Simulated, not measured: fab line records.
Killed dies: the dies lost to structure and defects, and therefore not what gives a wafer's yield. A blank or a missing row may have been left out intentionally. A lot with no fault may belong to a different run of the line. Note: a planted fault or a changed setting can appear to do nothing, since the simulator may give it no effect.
Chamber matching ; flow nandHarc ; pecvd-03 running NHARC_THIN_TSV_DEP_43: 3 sister chambers
The step deposits SiO2, target thk 1328.5 nm. 6 wafers are shown with their chamber, then 9 later ones without.

WAFERS WITH THEIR CHAMBER
wafer;chamber;throttleValvePct (%)
L468.6;0;16.8
L470.1;2;15.3
L470.4;2;15.8
L476.1;1;16.8
L476.5;0;16.7
L476.6;1;16.6

WAFERS WITH NO CHAMBER GIVEN
wafer;throttleValvePct (%)
L478.3;15.7
L478.4;16.6
L478.6;16.6
L479.1;15.8
L479.2;17.0
L479.6;17.0
L481.1;15.5
L481.3;16.7
L481.6;15.5

THE CHAMBER EACH PASSED THROUGH
wafer;from the rows above;in truth
L478.3;2;2
L478.4;can't be placed: 1 or 0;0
L478.6;can't be placed: 1 or 0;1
L479.1;2;2
L479.2;can't be placed: 0 or 1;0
L479.6;can't be placed: 0 or 1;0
L481.1;2;2
L481.3;can't be placed: 1 or 0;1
L481.6;2;2
Placed correctly: 4 of 9. Not placeable from these rows: 5 (in 5, the candidates include the true chamber). Placed wrongly: 0.
How it was worked out, from the rows above alone: a wafer's distance from a chamber is the root of the sum, over the readings, of the square of ((its reading less the chamber's mean) divided by the reading's scatter). The wafer belongs to the nearest chamber; if the next one is less than 2 further off, it can't be placed. A chamber's mean is the mean of its shown wafers. The scatter is the square root of a quotient: the sum, over the shown wafers, of each reading's squared deviation from its chamber's mean, divided by wafers minus chambers.
